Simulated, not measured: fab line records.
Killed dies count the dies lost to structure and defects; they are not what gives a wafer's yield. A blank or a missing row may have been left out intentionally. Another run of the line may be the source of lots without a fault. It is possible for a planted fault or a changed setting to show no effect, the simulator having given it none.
Problem report in the 8D (eight disciplines) form, filled by code	flow n5_finfet	the parts of the form that need people (team, actions taken, sign-off) are left out

1. PROBLEM STATEMENT
A mean of 6.20 s is read at N5_BEOL_M9_ETCH_76 for etch_rf_on_time_s, taken on 1 wafer of 1 lot, against 5.20 s (standard deviation 0.082) on wafers free of any fault. That is +12 standard deviations from the usual mean.
The step: etches underlayer in N2/H2, target depth 6.5 nm, time 5.2 s.
First observed at day 13 22:06: wafer L494.2, on rie_diel-03. At this step, 27 wafers from 9 lots have a number in the record. The rule behind "out" and "out of limits": a value lying over 4 standard deviations away from the usual mean. The other wafers with a number count as sound.

2. WHAT IT IS, AND WHAT IT ISN'T
question	is	is not
which readings at this step	etch_rf_on_time_s	chamber_pressure_mTorr, drypump_motor_current_A, oes_product_au, rf_vpp_V, showerhead_plenum_p_Torr, throttle_valve_pct
which lots	L494	L485, L486, L487, L489, L501, L502, L504, L506
which wafers of those lots	L494.2	L494.1, L494.4
read on which tools	rie_diel-03	rie_diel-02, rie_diel-05
when	from day 13 22:06	up to then (14 sound wafers); but 12 sound wafers of L501, L502, L504, L506 came after

3. WHAT RULES OUT EACH SUSPECT
Counting: any tool at a process step up to the reading remains a suspect provided it ran every lot that is out. Sound lots after the first of them don't rule it out here, since some wafers of a struck lot are sound.
- rie_diel-05 at N5_BEOL_M9_DESCUM_16 (chemistry O2, time 7.9 s): kept. It ran the lot that is out, L494 (day 13 20:55); its last sound lot up to then is L486 (day 12 16:57).
- rie_diel-05 at N5_BEOL_M9_STRIP_67 (strips in CF4): kept. It ran the lot that is out, L494 (day 13 21:08); its last sound lot up to then is L486 (day 12 17:11).
- rie_diel-03 at N5_BEOL_M9_ETCH_76 (etches underlayer in N2/H2, target depth 6.5 nm, time 5.2 s): kept. It ran the lot that is out, L494 (day 13 22:06); its last sound lot up to then is L489 (day 12 20:53). On those wafers its own readings are out: etch_rf_on_time_s.
- At N5_BEOL_M9_DESCUM_16, inside rie_diel-05: chamber 2 took the wafers that are out, while their sound lot-mates went through chambers 0, 1.
- At N5_BEOL_M9_STRIP_67, inside rie_diel-05: chamber 2 took the wafers that are out, while their sound lot-mates went through chambers 0, 1.
- At N5_BEOL_M9_ETCH_76, inside rie_diel-03: chamber 1 took the wafers that are out, while their sound lot-mates went through chambers 0, 3.
rie_diel-05 at N5_BEOL_M9_DESCUM_16, rie_diel-05 at N5_BEOL_M9_STRIP_67 and rie_diel-03 at N5_BEOL_M9_ETCH_76 are what is left after counting.

4. THE CAUSE (what the simulator had put in)
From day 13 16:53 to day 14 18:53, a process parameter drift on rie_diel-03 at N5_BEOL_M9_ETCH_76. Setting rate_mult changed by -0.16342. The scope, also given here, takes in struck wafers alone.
After counting, 3 suspects remain, this tool included.

5. THE EFFECT CHAIN, in route order
One row per reading whose mean, taken over the struck wafers that have a number, lies over 3 standard deviations from the usual. Only readings for which the record gives a usual standard deviation are gone through. hours: the time from each lot's start at the first step in this table that gives one to its start at this step, as a median over the lots. sigmas: the change in usual standard deviations.
hours	step	reading	usual	on struck wafers	change	sigmas
0	N5_BEOL_M9_ETCH_76	etch_rf_on_time_s	5.20 s	6.20	+1.00	+12
Process steps it contains:
- N5_BEOL_M9_ETCH_76: etches underlayer in N2/H2, target depth 6.5 nm, time 5.2 s.

6. HOW IT WOULD HAVE BEEN CAUGHT EARLIER
5 hours passed between the start of the fault at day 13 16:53 and the first reading out of limits in this record, taken at day 13 22:06.
